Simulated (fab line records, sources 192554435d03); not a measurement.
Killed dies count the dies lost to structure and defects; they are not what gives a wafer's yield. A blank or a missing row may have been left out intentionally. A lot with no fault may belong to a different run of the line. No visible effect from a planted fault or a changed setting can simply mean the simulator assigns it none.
Chamber matching :: flow n5_finfet :: pecvd-02 running N5_BEOL_M10_ILD_DEP_00: 3 sister chambers
The step deposits SiCOH lowk from DEMS/porogen, target thk 308.51 nm, time 58 s. 6 wafers are shown with their chamber, then 8 later ones without.

EACH WAFER AND ITS CHAMBER
wafer: L085.2
chamber: 2
throttle_valve_pct (%): 12.7
showerhead_plenum_p_Torr (Torr): 5.748

wafer: L088.3
chamber: 2
throttle_valve_pct (%): 12.8
showerhead_plenum_p_Torr (Torr): 5.737

wafer: L086.1
chamber: 1
throttle_valve_pct (%): 13.0
showerhead_plenum_p_Torr (Torr): 5.732

wafer: L086.3
chamber: 0
throttle_valve_pct (%): 13.4
showerhead_plenum_p_Torr (Torr): 5.734

wafer: L086.5
chamber: 1
throttle_valve_pct (%): 13.3
showerhead_plenum_p_Torr (Torr): 5.723

wafer: L090.3
chamber: 0
throttle_valve_pct (%): 13.6
showerhead_plenum_p_Torr (Torr): 5.736

WAFERS WITHOUT THEIR CHAMBER
wafer: L090.4
throttle_valve_pct (%): 13.4
showerhead_plenum_p_Torr (Torr): 5.716

wafer: L090.6
throttle_valve_pct (%): 13.7
showerhead_plenum_p_Torr (Torr): 5.713

wafer: L093.2
throttle_valve_pct (%): 13.6
showerhead_plenum_p_Torr (Torr): 5.732

wafer: L093.3
throttle_valve_pct (%): 12.8
showerhead_plenum_p_Torr (Torr): 5.757

wafer: L093.4
throttle_valve_pct (%): 13.1
showerhead_plenum_p_Torr (Torr): 5.728

wafer: L095.2
throttle_valve_pct (%): 13.7
showerhead_plenum_p_Torr (Torr): 5.734

wafer: L095.5
throttle_valve_pct (%): 13.0
showerhead_plenum_p_Torr (Torr): 5.744

wafer: L095.6
throttle_valve_pct (%): 13.3
showerhead_plenum_p_Torr (Torr): 5.716

THE CHAMBER EACH PASSED THROUGH
wafer: L090.4
from the rows above: can't be placed: 1 or 0
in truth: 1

wafer: L090.6
from the rows above: can't be placed: 0 or 1
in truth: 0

wafer: L093.2
from the rows above: 0
in truth: 0

wafer: L093.3
from the rows above: 2
in truth: 2

wafer: L093.4
from the rows above: 1
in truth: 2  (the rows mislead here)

wafer: L095.2
from the rows above: 0
in truth: 0

wafer: L095.5
from the rows above: can't be placed: 2 or 1 or 0
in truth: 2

wafer: L095.6
from the rows above: can't be placed: 1 or 0
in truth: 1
3 of 8 placed correctly. These rows do not allow placing 4 (true chamber among the candidates in 4). Wrongly placed: 1.
How it was worked out, from the rows above alone: a wafer's distance from a chamber is the root of the sum, over the readings, of the square of ((its reading less the chamber's mean) divided by the reading's scatter). If the next closest chamber is less than 2 further off than the closest, the wafer can't be placed; otherwise it belongs to the closest. A chamber's mean is the mean of its shown wafers. The scatter: take each reading less its chamber's mean, square it, sum over the shown wafers, divide by the number of wafers less the number of chambers, and take the root.
